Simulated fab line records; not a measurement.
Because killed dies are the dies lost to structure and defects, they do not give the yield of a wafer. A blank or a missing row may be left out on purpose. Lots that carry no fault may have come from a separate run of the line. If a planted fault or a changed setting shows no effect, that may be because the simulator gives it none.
Lot-split experiment | flow n5 finfet | route with 1938 steps; 7 lots, 21 wafers read

## ABOUT THE SPLIT
At N5_MIM_BOT_ETCH_ETCH_00 (etches TiN in Cl2/BCl3, target depth 45.5 nm), the setting icp w was moved away from the recipe's 1000 W on 8 of the 21 wafers read, by -8.4% to +17.9%. All remaining wafers had this setting at the recipe value.

The reading is taken at the split's own step.

## THE READING
etch.depth nm (the simulator's own value, which no gauge read), in nm, at N5_MIM_BOT_ETCH_ETCH_00 (etches TiN in Cl2/BCl3, target depth 45.5 nm). There is no usual value for it anywhere in the file. Average 45.69 nm, standard deviation 1 nm, over the 13 wafers here run with the recipe.

wafer  | tool, chamber at the split | icp w as run, W | against the recipe | etch.depth nm, nm | against lot-mates on the recipe
L075.3 | rie metal-01, 0            | 1000            | recipe             | 45.09             | -
L075.5 | rie metal-01, 1            | 1000            | recipe             | 46.27             | -
L075.6 | rie metal-01, 0            | 1000            | recipe             | 45.15             | -
L080.1 | rie metal-01, 0            | 1062            | +6.2%              | 47.68             | +2.91
L080.2 | rie metal-01, 0            | 1000            | recipe             | 44.77             | -
L080.4 | rie metal-01, 0            | 1062            | +6.2%              | 47.14             | +2.37
L081.1 | rie metal-02, 0            | 1000            | recipe             | 44.74             | -
L081.4 | rie metal-02, 0            | 1000            | recipe             | 44.74             | -
L081.6 | rie metal-02, 1            | 1000            | recipe             | 45.71             | -
L087.1 | rie metal-02, 0            | 1179            | +17.9%             | 51.74             | +6.67
L087.3 | rie metal-02, 0            | 1179            | +17.9%             | 52.03             | +6.96
L087.4 | rie metal-02, 1            | 1000            | recipe             | 45.07             | -
L089.2 | rie metal-02, 0            | 916.4           | -8.4%              | 41.57             | -3.48
L089.4 | rie metal-02, 0            | 1000            | recipe             | 45.05             | -
L089.5 | rie metal-02, 1            | 916.4           | -8.4%              | 41.96             | -3.09
L090.1 | rie metal-01, 1            | 1000            | recipe             | 47.29             | -
L090.2 | rie metal-01, 0            | 1000            | recipe             | 45.19             | -
L090.5 | rie metal-01, 1            | 1000            | recipe             | 47.48             | -
L094.1 | rie metal-01, 0            | 1142            | +14.2%             | 50.82             | +3.34
L094.5 | rie metal-01, 1            | 1000            | recipe             | 47.48             | -
L094.6 | rie metal-01, 0            | 1142            | +14.2%             | 50.83             | +3.35

THE FIT
A straight line over all 21 wafers: etch.depth nm changes by +0.369 nm for each +1% of icp w; r = +0.95; the points scatter about the line by 0.91 nm.
The same after taking each lot's own level away (the mean of its wafers on the recipe; 21 wafers): +0.342 nm for each +1%; r = +0.96; scatter 0.77 nm.
On that fit, the largest move of icp w shifts the reading by 6.1 nm.
Measured against the standard deviation above, the lots' own levels, which go from 44.770 to 47.480 nm, span 2.6 times it.
The two slopes agree, so the slope changes little with the lot-to-lot level.
Check: +5.83 nm against its lot-mates is what the line predicts for one of the wafers moved furthest among these (+17.9%) when that wafer is left out of the fit. Against them it came out at +6.67 nm.

## THESE WAFERS: OTHER SPLITS
Note: prior to the reading, these wafers also went through further splits. Each is held against what the fit with the lots' levels taken away leaves over:
other split on the same wafers | wafers away from the commonest value | r with etch.depth nm (lot level and that fit taken away)
N5_BEOL_M14_EXPOSE_07 dose mj  | 8                                    | +0.13
N5_BEOL_M15_EXPOSE_25 dose mj  | 6                                    | -0.50
N5_BEOL_M15_PEB_26 peb temp c  | 6                                    | -0.02

## THE FILE'S OWN FIT
etch.depth nm changes by +0.338 nm for each +1% of icp w, r = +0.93.
